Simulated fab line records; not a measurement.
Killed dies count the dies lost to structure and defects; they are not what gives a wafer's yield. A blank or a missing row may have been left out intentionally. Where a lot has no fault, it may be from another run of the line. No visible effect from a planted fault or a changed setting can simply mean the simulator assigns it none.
Chamber matching	flow n5Finfet	rieDiel-05 running N5_BEOL_M8_ETCH_66: 4 sister chambers
The step etches SOC in N2/H2, target depth 80 nm, overetch 16 nm, time 120 s. 14 wafers are shown with their chamber, then 7 later ones without.

WAFERS PAIRED WITH THEIR CHAMBERS
wafer	chamber	throttleValvePct (%)	showerheadPlenumPTorr (Torr)	rfVppV (V)
L075.1	0	18.04	2.65	527
L075.4	1	17.66	2.47	521
L075.6	3	17.90	2.39	520
L076.2	3	17.90	2.39	521
L076.3	0	18.01	2.65	527
L076.4	1	17.65	2.47	523
L082.1	1	17.69	2.47	523
L082.4	1	17.68	2.47	523
L082.5	0	18.05	2.64	526
L084.1	1	17.69	2.47	521
L084.2	2	17.77	2.70	528
L084.4	3	17.50	2.70	527
L086.1	0	18.07	2.64	527
L086.2	3	17.50	2.70	528

SIGNATURES (averages over the wafers above)
reading	chamber 0	chamber 1	chamber 2	chamber 3	scatter within a chamber
throttleValvePct	18.0425	17.6740	17.7700	17.7000	0.128
showerheadPlenumPTorr	2.6450	2.4700	2.7000	2.5450	0.0981
rfVppV	526.75	522.20	528.00	524.00	2.36
Rule: a wafer lies at a distance from a chamber equal to the root of the sum of squares, over the readings, of (its reading less the chamber's mean, divided by the reading's scatter). The wafer belongs to the nearest chamber; if the next one is less than 2 further off, it can't be placed. How the scatter is found: for the shown wafers, subtract from each reading the mean of its chamber, square and add these, divide the total by (wafers less chambers), then take the root.

WAFERS WITH NO CHAMBER GIVEN
wafer	throttleValvePct (%)	showerheadPlenumPTorr (Torr)	rfVppV (V)
L086.4	17.71	2.46	522
L092.1	17.72	2.46	521
L092.2	17.79	2.69	528
L092.5	17.72	2.46	522
L096.3	17.79	2.69	527
L096.5	17.73	2.46	521
L096.6	18.10	2.63	527

EACH ONE'S CHAMBER
wafer	from the rows above	in truth
L086.4	can't be placed: 1 or 3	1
L092.1	can't be placed: 1 or 3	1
L092.2	can't be placed: 2 or 0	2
L092.5	can't be placed: 1 or 3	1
L096.3	can't be placed: 2 or 0 or 3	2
L096.5	can't be placed: 1 or 3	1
L096.6	0	0
1 of 7 placed correctly. These rows do not allow placing 6 (true chamber among the candidates in 6). Placed wrongly: 0.
